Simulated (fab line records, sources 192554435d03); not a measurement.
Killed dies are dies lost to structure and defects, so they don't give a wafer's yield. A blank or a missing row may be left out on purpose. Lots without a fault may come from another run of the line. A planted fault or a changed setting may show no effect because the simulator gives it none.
fab line records | flow n5_finfet
record lots=5 wafers=13 last_day=17
route steps=1938 shown BEOL_M4@1099 BEOL_M5@1112 PASSIVATION@1915
lots that met no fault: from a run of the same line without faults
start_h: hours from the record's first day to the start of the lot's first wafer shown | wait_h: hours since the lot's step before | " the same as in the row above | L1.1+2: a row that stands for several wafers | - no value, or no start given | * or withheld: withheld | < > ~ a bound
route shown NAME@n: a module of which the file shows steps, and the number in the route of the first | usual: mean/standard deviation of fault-free wafers | same: alike in all rows | chamber/n: place in a boat | sites: the reading at each site | _std_site: their standard deviation | _edge_site: outer sites' mean less inner sites' | radius_mm: how far each site lies from the wafer's centre | mask NAME#n: copy n | behind: the tool/chamber that last shaped the wafer | hold: why the lot was held/for how many hours/how that ended | device: the transistor (n, p or np) that didn't switch | end of line: the same wafers' tests at the end of the route | a step without rows: its recipe alone | killed: dies lost to structure and defects at the first sort, not the wafer's yield | map: a wafer's dies, x killed, . not, _ none there
set.NAME: the setting as run; set.NAME@STEP: as run at that earlier step | model.NAME: the simulator's own value behind a step, which no gauge read
lots at some steps of the route; a table a step, a row a wafer
services: from which hour (start_h, from the record's first day; less than 0 if before it) a tool's chamber was out of use, for how many hours, and why
## steps
# step N5_BEOL_M4_ANNEAL_95
# recipe temp_c=400 time_s=240 ambient=vacuum
# step N5_BEOL_M4_SPUTTER_96
# recipe material=Cu target_thk_a=45 temp_c=-20 chamber_pressure_pa=0.07 power_w=withheld time_s=8.29
# step N5_BEOL_M4_ECD_50
# recipe material=Cu target_thk_a=3000
# step N5_BEOL_M4_ANNEAL_51
# recipe temp_c=225 time_s=90 ambient=N2
# step N5_BEOL_M4_CMP_52
# recipe stop_on=SiOC t_overpolish_s=6.8 down_force_psi=1 platen_rpm=50 clearing_platen_down_force_psi=1.5 clearing_platen_rpm=50 post_cmp_clean=cu_alkaline target_thk_nm=40 clearing_platen_pad_velocity_m_s=0.99484 pad_velocity_m_s=0.99484
# step N5_BEOL_M4_PRE_CLEAN_60
# recipe gas=NH3/H2 time_s=15 temp_c=* rf_power_w=300
# step N5_BEOL_M4_CO_CAP_55
# recipe material=Co target_thk_a=20 temp_c=200 precursor=CCTBA/H2 pressure_torr=30 time_s=102.1
# step N5_BEOL_M4_PRE_CLEAN_56
# recipe gas=NH3 time_s=15 temp_c=withheld rf_power_w=300
# step N5_BEOL_M4_DEP_57
# recipe material=SiCN target_thk_a=80 temp_c=withheld precursor=3MS/NH3 pressure_torr=3 rf_w=202 time_s=14
# step N5_BEOL_M4_RC_MEAS_101
# usual DIBL_N=36.9/2.1 DIBL_P=37.1/2.5 IOFF_N=0.17/0.039 IOFF_P=0.23/0.043 ION_N=673/15 ION_P=462/9.1 SS_N=71.8/0.69 SS_P=73.6/0.74 VT_N=250/3.6 VT_P=-249.7/2.9
# columns lot.wafer tool chamber start_h wait_h DIBL_N[mV/V] DIBL_P[mV/V] IOFF_N[nA/um] IOFF_P[nA/um] ION_N[uA/um] ION_P[uA/um] SS_N[mV/dec] SS_P[mV/dec] VT_N[mV] VT_P[mV]
L401.1 prober-01 0 180.64 0.0 37.8 38.7 0.20 0.24 678 455 71.4 73.9 246 -248.7
L401.3 " 0 " " 36.0 36.0 0.15 0.20 658 450 71.2 73.1 248 -253.2
L401.5 " 0 " " 37.2 36.7 0.18 0.21 678 458 71.3 73.7 249 -250.8
L414.1 prober-01 0 272.38 0.0 35.6 33.3 0.11 0.16 637 440 71.7 72.4 257 -256.5
L414.6 " 0 " " 37.4 37.2 0.16 0.21 679 461 71.4 73.2 250 -250.5
L416.1 prober-01 0 279.40 0.0 34.8 34.5 0.13 0.16 670 456 71.0 72.6 255 -254.5
L416.3 " 0 " " 34.7 35.2 0.12 0.17 648 450 71.9 73.1 256 -254.4
L416.6 " 0 " " 35.3 34.9 0.13 0.16 640 442 71.6 72.8 256 -255.4
L419.3 prober-01 0 299.72 0.3 37.7 37.8 0.22 0.28 680 468 72.5 74.2 245 -246.1
L419.6 " 0 " " 35.2 35.1 0.17 0.23 676 471 71.3 73.2 247 -246.1
L420.2 prober-02 0 302.25 0.2 33.7 33.2 0.11 0.17 641 446 70.5 72.0 255 -254.4
L420.3 " 0 " " 33.9 32.4 0.12 0.16 660 451 71.4 72.4 251 -255.9
L420.5 " 0 " " 36.3 35.9 0.15 0.20 657 453 71.7 73.6 252 -250.6
# step N5_BEOL_M5_ILD_DEP_00
# recipe material=SiCOH_lowk target_thk_a=1406.4 temp_c=300 precursor=DEMS/porogen pressure_torr=5 rf_w=500 time_s=25.9
# step N5_BEOL_M5_CURE_79
# recipe temp_c=385 time_s=240 ambient=He/Ar material=SiCOH_lowk
# step N5_BEOL_M5_PECVD_70
# recipe material=SiO2 target_thk_a=160 temp_c=400 precursor=TEOS/O2 pressure_torr=5.5 rf_w=450 teos_flow_sccm=53.8 gas=O2 flow_sccm=3000 time_s=18
# step N5_BEOL_M5_HM_DEP_02
# recipe material=TiN target_thk_a=200 temp_c=25 chamber_pressure_pa=0.49996
# step N5_BEOL_M5_COAT_59
# recipe resist=SOC temp_c=250 time_s=60 spin_rpm=1500 resist_thk_nm=60
# step N5_BEOL_M5_COAT_60
# recipe resist=SiARC temp_c=220 time_s=60 spin_rpm=1500 resist_thk_nm=12
# step N5_BEOL_M5_COAT_71
# recipe resist=underlayer temp_c=205 time_s=60 spin_rpm=1500 resist_thk_nm=5
# step N5_BEOL_M5_COAT_05
# recipe resist=CAR-EUV spin_rpm=1500 resist_thk_nm=30
# step N5_BEOL_M5_EBR_07
# recipe solvent=PGMEA ebr_width_mm=1.5
# step N5_BEOL_M5_SOFTBAKE_06
# recipe temp_c=110 time_s=60 resist=CAR-EUV
# step N5_BEOL_M5_EXPOSE_08
# recipe mask_id=M5 na=0.33 source_shape=annular sigma_inner=0.4 sigma_outer=0.8 polarization=unpolarized target_cd_nm=28 dose_mj=35.75
# step N5_BEOL_M5_PEB_09
# recipe peb_temp_c=100 peb_time_s=60 resist=CAR-EUV
# step N5_BEOL_M5_DEVELOP_10
# recipe develop_time_s=30 developer=TMAH resist=CAR-EUV rinse_liquid=surfactant_rinse dry=air_spin dev_temp_c=23
# step N5_BEOL_M5_DESCUM_16
# recipe chemistry=O2 time_s=7 source_power_w=50 bias_power_w=20 pressure_mtorr=20 rf_frequency_hz=2.712e+07 temp_c=40 resist=CAR-EUV o2_flow_sccm=225
# step N5_BEOL_M5_ETCH_72
# recipe chemistry=N2/H2 target=underlayer target_depth_a=65 mask_material=CAR-EUV time_s=5.2 ion_energy_ev=200 pressure_mtorr=30 source_w=840 bias_w=150 n2_flow_sccm=200 h2_flow_sccm=200 ends=cleared
# step N5_BEOL_M5_ETCH_61
# recipe chemistry=CF4 target=SiARC target_depth_a=156 mask_material=CAR-EUV time_s=26 ion_energy_ev=80 pressure_mtorr=40 source_w=545 bias_w=36 Ar_flow_sccm=100 cf4_flow_sccm=100 ends=cleared
# step N5_BEOL_M5_ETCH_62
# recipe chemistry=N2/H2 target=SOC target_depth_a=750 overetch_a=150 mask_material=SiARC temp_c=40 time_s=112.5 ion_energy_ev=200 pressure_mtorr=30 source_w=840 bias_w=150 n2_flow_sccm=200 h2_flow_sccm=200
# step N5_BEOL_M5_STRIP_63
# recipe chemistry=N2/H2 temp_c=40 n2_flow_sccm=200 h2_flow_sccm=200 rf_frequency_hz=6e+07
# step N5_BEOL_M5_STRIP_73
# recipe chemistry=N2/H2 temp_c=40 n2_flow_sccm=200 h2_flow_sccm=200 rf_frequency_hz=6e+07
# step N5_BEOL_M5_STRIP_64
# recipe chemistry=CF4 resist=SiARC power_w=300 bias_power_w=75 pressure_mtorr=50 cf4_flow_sccm=150 rf_frequency_hz=6e+07
# step N5_BEOL_M5_HM_OPEN_17
# recipe chemistry=Cl2/BCl3 target_depth_a=200 overetch_a=60 target=TiN mask_material=SOC ion_energy_ev=150 pressure_mtorr=10 icp_w=1000 bias_w=126 Cl2_flow_sccm=53.25 bcl3_flow_sccm=21.75 Ar_flow_sccm=25
# step N5_BEOL_M5_STRIP_19
# recipe chemistry=O2 power_w=400 temp_c=40 pressure_mtorr=30 rf_frequency_hz=6e+07 bias_power_w=0 overash_fraction=0.2 o2_flow_sccm=225
# step N5_BEOL_M5_COAT_65
# recipe resist=SOC temp_c=250 time_s=60 spin_rpm=1500 resist_thk_nm=60
# step N5_BEOL_M5_COAT_66
# recipe resist=SiARC temp_c=220 time_s=60 spin_rpm=1500 resist_thk_nm=12
# step N5_PASSIVATION_PECVD_53
# recipe material=SiO2 target_thk_a=8000 temp_c=400 precursor=TEOS/O2 pressure_torr=6.5 rf_w=withheld teos_flow_sccm=withheld gas=O2 flow_sccm=2650 time_s=169.4
# usual run_length_s=197.5/0.5
# columns lot.wafer tool chamber start_h wait_h run_length_s model.SiO2_of_PASSIVATION_PECVD_53.thk_nm
L401.1 pecvd-03 2 275.44 0.0 197.5 788.6
L401.3 " 0 " " 197.7 787.2
L401.5 " 2 " " 197.5 801
L414.1 pecvd-03 1 368.45 0.0 198.1 802.6
L414.6 " 1 " " 352.0 1537
L416.1 pecvd-03 2 369.51 0.0 197.3 803.2
L416.3 " 1 " " 197.7 800.2
L416.6 " 2 " " 350.4 1539
L419.3 pecvd-03 1 386.20 0.0 198.4 809.6
L419.6 " 2 " " 350.5 1547
L420.2 pecvd-04 0 403.11 0.0 197.4 782.4
L420.3 " 2 " " 198.4 775
L420.5 " 2 " " 197.8 781.6
# step N5_PASSIVATION_PROBE_49
# usual defect_limited_yield=91.3/1.4 killed_at_M0_to_M3=32/9.5 killed_at_M4_up=14/5.2 killed_at_contacts=13/5.7 killed_at_front_end=41/12 killed_at_other=3.5/2.6 killed_dies=103/17 killed_on_rim=14/4 killed_open=68/14 killed_short=32/7 sort_bin_5_function=5.0/0.91 sort_bin_6_memory=3.3/0.7 sort_bin_8_speed=0.03/0.22 sort_n_pass=1076/17 sort_yield_pct=91.2/1.4
# same gross_dies=1180 killed_at_back_side=0 sort_bin_4_leakage[%]=0
# columns lot.wafer tool chamber start_h wait_h defect_limited_yield[%] killed_at_M0_to_M3 killed_at_M4_up killed_at_contacts killed_at_front_end killed_at_other killed_dies killed_on_rim killed_open killed_short sort_bin_5_function[%] sort_bin_6_memory[%] sort_bin_8_speed[%] sort_n_pass sort_yield_pct[%]
L414.1 prober-02 - 372.31 0.1 92.2 24 14 10 41 3 92 13 60 32 5.0 2.6 2.46 1059 89.7
L414.6 prober-02 - 372.56 0.3 0 35 15 16 27 1087 1180 152 60 33 96.7 3.0 0 0 0
L416.6 prober-01 - 373.44 0.3 0 21 11 8 33 1107 1180 152 48 28 97.3 2.3 0 0 0
L419.3 prober-02 - 390.78 0.1 89.5 53 16 10 39 6 124 16 85 35 5.6 4.2 0 1056 89.5
L419.6 prober-02 - 390.93 0.3 0 43 8 18 43 1068 1180 152 87 29 95.7 3.9 0 0 0
# killed by level:class
L414.1 STI_FIN_REVEAL:geometric_particle:open=19 FIN_SAQP:geometric_particle:short=7 BEOL_M1:geometric_particle:open=6 STI_FIN_REVEAL:geometric_particle:short=5 MOL_CONTACT_COAG:geometric_particle:open=5 MOL_CONTACT_COAG:geometric_particle:short=5 BEOL_M0_SAQP:geometric_particle:short=5 BEOL_M7:geometric_particle:open=5
L414.6 PASSIVATION:area_pecvd=1087 MOL_CONTACT_COAG:geometric_particle:open=13 BEOL_M0_SAQP:geometric_particle:short=11 BEOL_M0_SAQP:geometric_particle:open=9 BEOL_M4:geometric_particle:open=8 FIN_SAQP:geometric_particle:open=5 STI_FIN_REVEAL:geometric_particle:open=5 FIN_SAQP:geometric_particle:short=4
L416.6 PASSIVATION:area_pecvd=1102 FIN_SAQP:geometric_particle:open=8 MOL_CONTACT_COAG:geometric_particle:open=7 BEOL_M2:geometric_particle:open=7 BEOL_M1:geometric_particle:open=6 FIN_SAQP:geometric_particle:short=5 STI_FIN_REVEAL:geometric_particle:open=5 GATE_CUT:geometric_particle:short=4
L419.3 BEOL_M3:geometric_particle:open=15 BEOL_M0_SAQP:geometric_particle:short=12 MOL_CONTACT_COAG:geometric_particle:open=10 BEOL_M0_SAQP:geometric_particle:open=10 FIN_SAQP:geometric_particle:open=9 BEOL_M4:geometric_particle:open=8 DUMMY_GATE:geometric_particle:open=7 BEOL_M2:geometric_particle:open=7
L419.6 PASSIVATION:area_pecvd=1064 BEOL_M3:geometric_particle:open=17 MOL_CONTACT_COAG:geometric_particle:open=16 DUMMY_GATE:geometric_particle:open=9 FIN_SAQP:geometric_particle:open=8 GATE_CUT:geometric_particle:short=7 BEOL_M2:geometric_particle:open=7 BEOL_M4:geometric_particle:open=6
# map L414.6 (x killed, . not)
_________________xxxxxxxxxxxx________________
______________xxxxxxxxxxxxxxxxxx_____________
___________xxxxxxxxxxxxxxxxxxxxxxxx__________
__________xxxxxxxxxxxxxxxxxxxxxxxxxx_________
________xxxxxxxxxxxxxxxxxxxxxxxxxxxxxx_______
_______xxxxxxxxxxxxxxxxxxxxxxxxxxxxxxxx______
______xxxxxxxxxxxxxxxxxxxxxxxxxxxxxxxxxx_____
_____xxxxxxxxxxxxxxxxxxxxxxxxxxxxxxxxxxxx____
____xxxxxxxxxxxxxxxxxxxxxxxxxxxxxxxxxxxxxx___
___xxxxxxxxxxxxxxxxxxxxxxxxxxxxxxxxxxxxxxxx__
___xxxxxxxxxxxxxxxxxxxxxxxxxxxxxxxxxxxxxxxx__
__xxxxxxxxxxxxxxxxxxxxxxxxxxxxxxxxxxxxxxxxxx_
__xxxxxxxxxxxxxxxxxxxxxxxxxxxxxxxxxxxxxxxxxx_
_xxxxxxxxxxxxxxxxxxxxxxxxxxxxxxxxxxxxxxxxxxxx
_xxxxxxxxxxxxxxxxxxxxxxxxxxxxxxxxxxxxxxxxxxxx
_xxxxxxxxxxxxxxxxxxxxxxxxxxxxxxxxxxxxxxxxxxxx
_xxxxxxxxxxxxxxxxxxxxxxxxxxxxxxxxxxxxxxxxxxxx
_xxxxxxxxxxxxxxxxxxxxxxxxxxxxxxxxxxxxxxxxxxxx
_xxxxxxxxxxxxxxxxxxxxxxxxxxxxxxxxxxxxxxxxxxxx
_xxxxxxxxxxxxxxxxxxxxxxxxxxxxxxxxxxxxxxxxxxxx
_xxxxxxxxxxxxxxxxxxxxxxxxxxxxxxxxxxxxxxxxxxxx
__xxxxxxxxxxxxxxxxxxxxxxxxxxxxxxxxxxxxxxxxxx_
__xxxxxxxxxxxxxxxxxxxxxxxxxxxxxxxxxxxxxxxxxx_
___xxxxxxxxxxxxxxxxxxxxxxxxxxxxxxxxxxxxxxxx__
___xxxxxxxxxxxxxxxxxxxxxxxxxxxxxxxxxxxxxxxx__
____xxxxxxxxxxxxxxxxxxxxxxxxxxxxxxxxxxxxxx___
_____xxxxxxxxxxxxxxxxxxxxxxxxxxxxxxxxxxxx____
______xxxxxxxxxxxxxxxxxxxxxxxxxxxxxxxxxx_____
_______xxxxxxxxxxxxxxxxxxxxxxxxxxxxxxxx______
________xxxxxxxxxxxxxxxxxxxxxxxxxxxxxx_______
__________xxxxxxxxxxxxxxxxxxxxxxxxxx_________
___________xxxxxxxxxxxxxxxxxxxxxxxx__________
______________xxxxxxxxxxxxxxxxxx_____________
_________________xxxxxxxxxxxx________________
# map L416.6 (x killed, . not)
_________________xxxxxxxxxxxx________________
______________xxxxxxxxxxxxxxxxxx_____________
___________xxxxxxxxxxxxxxxxxxxxxxxx__________
__________xxxxxxxxxxxxxxxxxxxxxxxxxx_________
________xxxxxxxxxxxxxxxxxxxxxxxxxxxxxx_______
_______xxxxxxxxxxxxxxxxxxxxxxxxxxxxxxxx______
______xxxxxxxxxxxxxxxxxxxxxxxxxxxxxxxxxx_____
_____xxxxxxxxxxxxxxxxxxxxxxxxxxxxxxxxxxxx____
____xxxxxxxxxxxxxxxxxxxxxxxxxxxxxxxxxxxxxx___
___xxxxxxxxxxxxxxxxxxxxxxxxxxxxxxxxxxxxxxxx__
___xxxxxxxxxxxxxxxxxxxxxxxxxxxxxxxxxxxxxxxx__
__xxxxxxxxxxxxxxxxxxxxxxxxxxxxxxxxxxxxxxxxxx_
__xxxxxxxxxxxxxxxxxxxxxxxxxxxxxxxxxxxxxxxxxx_
_xxxxxxxxxxxxxxxxxxxxxxxxxxxxxxxxxxxxxxxxxxxx
_xxxxxxxxxxxxxxxxxxxxxxxxxxxxxxxxxxxxxxxxxxxx
_xxxxxxxxxxxxxxxxxxxxxxxxxxxxxxxxxxxxxxxxxxxx
_xxxxxxxxxxxxxxxxxxxxxxxxxxxxxxxxxxxxxxxxxxxx
_xxxxxxxxxxxxxxxxxxxxxxxxxxxxxxxxxxxxxxxxxxxx
_xxxxxxxxxxxxxxxxxxxxxxxxxxxxxxxxxxxxxxxxxxxx
_xxxxxxxxxxxxxxxxxxxxxxxxxxxxxxxxxxxxxxxxxxxx
_xxxxxxxxxxxxxxxxxxxxxxxxxxxxxxxxxxxxxxxxxxxx
__xxxxxxxxxxxxxxxxxxxxxxxxxxxxxxxxxxxxxxxxxx_
__xxxxxxxxxxxxxxxxxxxxxxxxxxxxxxxxxxxxxxxxxx_
___xxxxxxxxxxxxxxxxxxxxxxxxxxxxxxxxxxxxxxxx__
___xxxxxxxxxxxxxxxxxxxxxxxxxxxxxxxxxxxxxxxx__
____xxxxxxxxxxxxxxxxxxxxxxxxxxxxxxxxxxxxxx___
_____xxxxxxxxxxxxxxxxxxxxxxxxxxxxxxxxxxxx____
______xxxxxxxxxxxxxxxxxxxxxxxxxxxxxxxxxx_____
_______xxxxxxxxxxxxxxxxxxxxxxxxxxxxxxxx______
________xxxxxxxxxxxxxxxxxxxxxxxxxxxxxx_______
__________xxxxxxxxxxxxxxxxxxxxxxxxxx_________
___________xxxxxxxxxxxxxxxxxxxxxxxx__________
______________xxxxxxxxxxxxxxxxxx_____________
_________________xxxxxxxxxxxx________________
## services
# columns tool chamber start_h hours kind
pecvd-04 1 292.16 6.6 repair
pecvd-03 - 300.66 0.8 pm
pecvd-04 - 320.93 1.3 repair
pecvd-03 2 323.58 5.5 scheduled_down
pecvd-04 1 345.74 5.5 scheduled_down
pecvd-04 1 383.62 - clean
pecvd-04 1 383.62 - consumable_replace:showerhead
## key
first_sign step=N5_PASSIVATION_PECVD_53 reading=run_length_s direction=up sigmas=99+ usual=* struck=*
effect step=N5_PASSIVATION_PROBE_49 reading=killed_at_other direction=up sigmas=99+ usual=3.5 struck=1087.3
model_effect step=N5_PASSIVATION_PECVD_53 value=SiO2_of_PASSIVATION_PECVD_53.thk_nm without=814.5 struck=1541
more_kills_born_at N5_PASSIVATION_PECVD_53@pecvd-03=3253
met_at N5_PASSIVATION_PECVD_53
struck_wafers L414.6,L416.6,L419.6
later_rows_left_out L414.6,L416.6,L419.6
onset_between 275.44 368.45
fault kind=process_parameter_drift tool=pecvd-03 chamber=- onset_h=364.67 steps=N5_PASSIVATION_PECVD_53 channel=time_s offset=* shape=step end_h=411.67 scope=struck_wafers_only acts_in=* stated=*
# later_rows_left_out: the simulator's readings of these wafers behind a module that went badly wrong aren't trusted and aren't shown, but for the sort
